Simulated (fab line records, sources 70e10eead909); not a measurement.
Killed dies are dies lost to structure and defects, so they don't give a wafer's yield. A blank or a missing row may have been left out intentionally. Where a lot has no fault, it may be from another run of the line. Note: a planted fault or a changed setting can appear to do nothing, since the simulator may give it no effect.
Chamber matching    flow nand_harc    cmp-01 running NHARC_A_WL_FILL_CMP_12: 4 sister chambers
The step polishes, t overpolish 30 s, target thk 100 nm. 16 wafers are shown with their chamber, then 8 later ones without.

== EACH WAFER AND ITS CHAMBER ==
wafer   chamber  motor_current_A (A)  time_to_endpoint_s (s)  overpolish_run_s (s)
L080.2  2        10.5                 15.7                    29.997
L080.3  3        11.5                 17.6                    29.983
L080.6  0        12.6                 20.2                    29.983
L083.1  3        11.7                 16.0                    30.007
L083.2  0        12.4                 21.2                    30.012
L083.4  1        12.7                 18.5                    30.002
L084.2  3        11.5                 18.4                    29.995
L084.5  0        12.4                 24.6                    30.004
L084.6  1        12.2                 20.8                    30.000
L086.2  1        11.9                 22.2                    29.994
L086.5  2        10.5                 23.5                    29.989
L086.6  1        12.1                 23.9                    29.996
L088.3  3        11.8                 20.2                    29.986
L088.5  2        11.0                 18.8                    30.007
L088.6  1        11.4                 21.7                    29.997
L091.1  3        12.0                 18.9                    30.002

SIGNATURES (means of the wafers above)
reading             chamber 0  chamber 1  chamber 2  chamber 3  scatter within a chamber
motor_current_A     12.467     12.060     10.667     11.700     0.325
time_to_endpoint_s  22.000     21.420     19.333     18.220     2.36
overpolish_run_s    29.99967   29.99780   29.99767   29.99460   0.00944
Rule: for a wafer and a chamber, the distance is found by dividing, reading by reading, the gap between the wafer's reading and the chamber's mean by the reading's scatter, squaring, summing and taking the root. If the next closest chamber is less than 2 further off than the closest, the wafer can't be placed; otherwise it belongs to the closest. The scatter is the square root of a quotient: the sum, over the shown wafers, of each reading's squared deviation from its chamber's mean, divided by wafers minus chambers.

== WAFERS MISSING THEIR CHAMBER ==
wafer   motor_current_A (A)  time_to_endpoint_s (s)  overpolish_run_s (s)
L091.3  12.3                 19.7                    30.005
L091.5  12.0                 17.9                    29.993
L090.1  11.8                 19.6                    29.981
L090.2  11.7                 19.8                    30.005
L090.6  11.8                 23.3                    29.997
L094.2  12.5                 22.6                    29.995
L094.4  10.9                 19.8                    29.998
L094.5  12.5                 23.2                    30.013

== WHICH CHAMBER EACH ONE RAN IN ==
wafer   from the rows above                in truth
L091.3  can't be placed: 0 or 1 or 3       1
L091.5  can't be placed: 3 or 1 or 0       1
L090.1  can't be placed: 3 or 1 or 0       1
L090.2  can't be placed: 3 or 1 or 0 or 2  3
L090.6  can't be placed: 1 or 0 or 3       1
L094.2  can't be placed: 0 or 1            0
L094.4  can't be placed: 2 or 3            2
L094.5  can't be placed: 0 or 1            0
0 of 8 placed correctly. Cannot be placed on the basis of these rows: 8; the candidates contain the true chamber in 8. Number placed wrongly: 0.
